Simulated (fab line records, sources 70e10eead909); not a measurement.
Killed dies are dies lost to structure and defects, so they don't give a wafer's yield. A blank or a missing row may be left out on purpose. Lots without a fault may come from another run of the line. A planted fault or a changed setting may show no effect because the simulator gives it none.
One fault seen from 2 desks | flow nand_harc | each desk has only its own numbers; what lay behind them comes last

THE TOOL OWNER'S DESK: wet_bench-01
The tool's own readings at NHARC_P_GATE_PRECLEAN_70 (cleans in SC1): means of the sampled wafers that have a number, for each lot that ran on this tool. A lot is out of limits, marked OUT, if its mean lies more than 4 standard deviations from the usual mean; the brackets give that distance.
Columns: A = bath_heat_duty_pct at NHARC_P_GATE_PRECLEAN_70, usual 7.2 %; B = temp_c at NHARC_P_GATE_PRECLEAN_70, usual 49.99 C
lot  | first seen here | A   | B
L744 | day 3 22:31     | 7.7 | 50.00
L745 | day 4 04:41     | 6.5 | 50.05
L750 | day 5 13:43     | 7.6 | 49.99
L753 | day 6 03:55     | 7.8 | 49.95
L766 | day 9 11:50     | 7.0 | 50.06
This desk's finding: nothing out of limits on any of the 5 lots.

THE DEFECT DESK
What the inspections along the route counted, lot by lot: means of the sampled wafers that have a number. A lot is out of limits, marked OUT, if its mean lies more than 4 standard deviations from the usual mean; the brackets give that distance.
Columns: A = raw_defect_count at NHARC_P_GATE_INSPECT_28, usual 6; B = raw_defect_count at NHARC_P_GATE_INSPECT_68, usual 211
lot  | first seen here | A             | B
L744 | day 4 19:52     | 5             | 172
L745 | day 5 02:32     | 5             | 156
L749 | day 6 07:02     | 6             | 196
L750 | day 6 12:37     | 6             | 262
L753 | day 7 07:08     | 138 (+41) OUT | 314
L756 | day 8 01:26     | 5             | 118
L761 | day 9 05:58     | 6             | 183
L762 | day 9 06:13     | 7             | 275
L765 | day 10 10:16    | 6             | 173
L766 | day 10 10:25    | 8             | 252
This desk's finding: out of limits on L753; first on L753, day 7 07:08 (raw_defect_count at NHARC_P_GATE_INSPECT_28). In limits: L744, L745, L749, L750, L756, L761, L762, L765, L766.

PUT TOGETHER
The defect desk could have raised an alarm at day 7 07:08, on L753.
The tool owner's desk saw nothing out of limits.
The tool owner's desk has L753 on record, within its limits.
Of the lots named, all ran NHARC_P_GATE_PRECLEAN_70 on wet_bench-01.

WHAT THE SIMULATOR HAD PUT IN
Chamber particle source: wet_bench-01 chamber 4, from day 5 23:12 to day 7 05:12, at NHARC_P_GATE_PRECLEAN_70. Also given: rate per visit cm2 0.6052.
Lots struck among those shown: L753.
Hours from the fault's start to each desk's first reading out of limits: the defect desk, 32.
